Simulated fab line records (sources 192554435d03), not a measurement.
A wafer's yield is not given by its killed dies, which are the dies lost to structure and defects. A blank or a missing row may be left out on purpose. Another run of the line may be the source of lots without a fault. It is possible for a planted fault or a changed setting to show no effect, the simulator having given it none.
Matching of chambers    flow n5_finfet    N5_BEOL_M8_CMP_52 on cmp-02 has 4 sister chambers
The step polishes, stops on SiCOH lowk, t overpolish 6.9 s, target thk 80 nm. 8 wafers are shown with their chamber, then 8 later ones without.

## WAFERS WITH THEIR CHAMBER
wafer   chamber  motor_current_A (A)  time_to_endpoint_s (s)
L078.2  3        5.0                  57
L079.4  2        6.4                  64
L079.6  3        5.3                  56
L081.2  2        6.1                  63
L080.1  0        6.0                  62
L080.5  1        5.1                  57
L080.6  0        6.1                  61
L085.1  1        5.4                  59

## WAFERS WITHOUT THEIR CHAMBER
wafer   motor_current_A (A)  time_to_endpoint_s (s)
L085.4  4.9                  57
L085.5  6.0                  65
L095.1  5.8                  65
L095.4  6.5                  65
L095.6  6.3                  66
L097.3  6.1                  66
L097.4  5.1                  62
L097.6  5.0                  58

## THE CHAMBER EACH PASSED THROUGH
wafer    from the rows above            in truth
L085.4   can't be placed: 3 or 1        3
L085.5   can't be placed: 2 or 0        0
L095.1   can't be placed: 2 or 0        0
L095.4   2                              2
L095.6   2                              2
L097.3   2                              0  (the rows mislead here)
L097.4   can't be placed: 1 or 0 or 3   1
L097.6   can't be placed: 1 or 3        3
Correctly placed: 2 of 8. Can't be placed from these rows: 5 (the true chamber is among the candidates in 5). Wrongly placed: 1.
How it was worked out, from the rows above alone: a wafer's distance from a chamber is the root of the sum, over the readings, of the square of ((its reading less the chamber's mean) divided by the reading's scatter). The wafer belongs to the nearest chamber; if the next one is less than 2 further off, it can't be placed. The mean given for a chamber averages the wafers shown for that chamber. The scatter: the root of (the sum of the squares of (reading less its chamber's mean) over the shown wafers, divided by (wafers less chambers)).
